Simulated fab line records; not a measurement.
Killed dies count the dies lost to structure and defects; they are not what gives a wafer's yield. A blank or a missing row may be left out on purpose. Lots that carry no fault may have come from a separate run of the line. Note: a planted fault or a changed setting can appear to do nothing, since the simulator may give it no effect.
Struck lot and sound lot, side by side || flow nandHarc || 14 steps out of a route of 1302
Sound: wafers L367.4, L367.5, L367.6. Wafers struck: L376.4, L376.5, L376.6. The cause is given at the end.
Each step with rows lists, per side, the tool, then ch with its chambers, then its first start. Under that, the readings that differ: sound wafers || struck wafers || difference of the means || sigmas: that difference in standard deviations of wafers without a fault.
alike: readings whose means differ by less than 2 such deviations, and words and numbers that are the same on both sides. not compared: withheld readings, readings that some wafer has no value for, bounds like >300 that may hide the same value, and numbers for which the record gives no deviation and whose values overlap.
The two part at a step that has a row with sigmas, a row that says differs or no value, or rows on one side only. Numbers that don't overlap but have no deviation are shown without sigmas and don't part them. A reading that every wafer of one side lacks parts them only if that side has two wafers or more.

first, 6 steps without rows for these wafers: NHARC_A_STAIRCASE_EXPOSE_181 (exposes mask STAIR 2); NHARC_A_STAIRCASE_PEB_182 (peb time 130 s); NHARC_A_STAIRCASE_DEVELOP_183 (time 140 s); NHARC_A_STAIRCASE_HARDBAKE_185 (time 140 s); NHARC_A_STAIRCASE_DESCUM_186 (chemistry O2, time 3 s); NHARC_A_STAIRCASE_TRIM_187 (chemistry O2, time 211.2 s).
NHARC_A_STAIRCASE_ETCH_188: etches the open film in C4F8/O2, target depth 100 nm, time 40.5 s.
  sound on rieDiel-11 ch 0,3; struck on rieDiel-11 ch 0,1,3
  alike: oesProductAu, rfVppV
  not compared: rfHoursCounterH
then, 1 step without rows for these wafers: NHARC_A_STAIRCASE_TRIM_189 (chemistry O2, time 211.2 s).
NHARC_A_STAIRCASE_ETCH_190: etches the open film in C4F8/O2, target depth 100 nm, time 40.5 s.
  sound on rieDiel-11 ch 1,2; struck on rieDiel-11 ch 0,1,2
  alike: oesProductAu, rfVppV
  not compared: rfHoursCounterH
NHARC_A_STAIRCASE_TRIM_191: chemistry O2, time 211.2 s.
  sound on rieDiel-11 ch 0,1; struck on rieDiel-11 ch 0,3
  alike: chamberPressureMTorr, drypumpMotorCurrentA, oesProductAu, rfVppV, showerheadPlenumPTorr, throttleValvePct
  not compared: rfHoursCounterH
NHARC_A_STAIRCASE_ETCH_192: etches the open film in C4F8/O2, target depth 100 nm, time 40.5 s.
  sound on rieDiel-11 ch 0,3; struck on rieDiel-11 ch 0,1
{"reading": "oesProductAu (a.u.)", "sound": "0.925 0.927 0.934", "struck": "0.967 0.944 0.961", "difference": "+0.029", "sigmas": "+2"}
  alike: rfVppV
  not compared: rfHoursCounterH
NHARC_A_STAIRCASE_TRIM_193: chemistry O2, time 211.2 s.
  sound on rieDiel-11 ch 0,2,3, day 18 20:39; struck on rieDiel-11 ch 2,3, day 22 08:53
  no value came back on the struck wafers for any of 7 readings (biasW (W), chamberPressureMTorr (mTorr) and others); on the sound wafers biasW (W) reads 0 0 0
  not compared: rfHoursCounterH
NHARC_A_STAIRCASE_ETCH_194: etches the open film in C4F8/O2, target depth 100 nm, time 40.5 s.
  sound on rieDiel-11 ch 0,2,3; struck on rieDiel-11 ch 0,2,3
  alike: oesProductAu, rfVppV
  not compared: rfHoursCounterH
-- break in the record here, with 9 days between the starts of the struck wafers on either side (left off in module A_STAIRCASE, picked up again in module END, where the first step shown is number 1302 on the route) --
NHARC_END_SORT_01:
  here the record holds rows for the struck wafers (prober-02 ch 0, day 30 22:28) but none for the sound ones

WHERE THEY PART
Last at NHARC_END_SORT_01 as far as this record goes, first at NHARC_A_STAIRCASE_ETCH_192.

WHY: what the simulator had put in
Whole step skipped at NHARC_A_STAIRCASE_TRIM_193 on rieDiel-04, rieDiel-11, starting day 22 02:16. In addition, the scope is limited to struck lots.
